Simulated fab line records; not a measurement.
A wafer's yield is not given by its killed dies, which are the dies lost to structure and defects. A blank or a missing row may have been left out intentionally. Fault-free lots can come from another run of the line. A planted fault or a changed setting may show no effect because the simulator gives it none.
Chamber matching :: flow n5Finfet :: cmp-02 running N5_GATE_CUT_CMP_43: 4 sister chambers
The step polishes SiO2. 8 wafers are shown with their chamber, then 9 later ones without.

== WAFERS WITH THEIR CHAMBER ==
wafer: L080.4
chamber: 0
motorCurrentA (A): 14.6

wafer: L080.5
chamber: 3
motorCurrentA (A): 11.7

wafer: L081.1
chamber: 1
motorCurrentA (A): 13.8

wafer: L081.4
chamber: 2
motorCurrentA (A): 13.9

wafer: L081.5
chamber: 0
motorCurrentA (A): 15.0

wafer: L086.3
chamber: 2
motorCurrentA (A): 14.0

wafer: L086.4
chamber: 3
motorCurrentA (A): 11.2

wafer: L086.6
chamber: 1
motorCurrentA (A): 13.4

== WAFERS WITH NO CHAMBER GIVEN ==
wafer: L089.2
motorCurrentA (A): 11.1

wafer: L089.4
motorCurrentA (A): 14.6

wafer: L089.6
motorCurrentA (A): 13.7

wafer: L092.2
motorCurrentA (A): 13.4

wafer: L092.4
motorCurrentA (A): 14.8

wafer: L092.5
motorCurrentA (A): 13.5

wafer: L094.1
motorCurrentA (A): 14.1

wafer: L094.4
motorCurrentA (A): 11.4

wafer: L094.5
motorCurrentA (A): 14.3

== EACH ONE'S CHAMBER ==
wafer: L089.2
from the rows above: 3
in truth: 3

wafer: L089.4
from the rows above: can't be placed: 0 or 2
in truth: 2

wafer: L089.6
from the rows above: can't be placed: 1 or 2
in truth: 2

wafer: L092.2
from the rows above: can't be placed: 1 or 2
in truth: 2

wafer: L092.4
from the rows above: 0
in truth: 0

wafer: L092.5
from the rows above: can't be placed: 1 or 2
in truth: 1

wafer: L094.1
from the rows above: can't be placed: 2 or 1
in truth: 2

wafer: L094.4
from the rows above: 3
in truth: 3

wafer: L094.5
from the rows above: can't be placed: 2 or 0 or 1
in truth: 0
Correct placement for 3 of the 9. Cannot be placed on the basis of these rows: 6; the candidates contain the true chamber in 6. Placed wrongly: 0.
How it was worked out, from the rows above alone: a wafer's distance from a chamber is the root of the sum, over the readings, of the square of ((its reading less the chamber's mean) divided by the reading's scatter). If the next closest chamber is less than 2 further off than the closest, the wafer can't be placed; otherwise it belongs to the closest. A chamber's mean is the mean of its shown wafers. The scatter: the root of (the sum of the squares of (reading less its chamber's mean) over the shown wafers, divided by (wafers less chambers)).
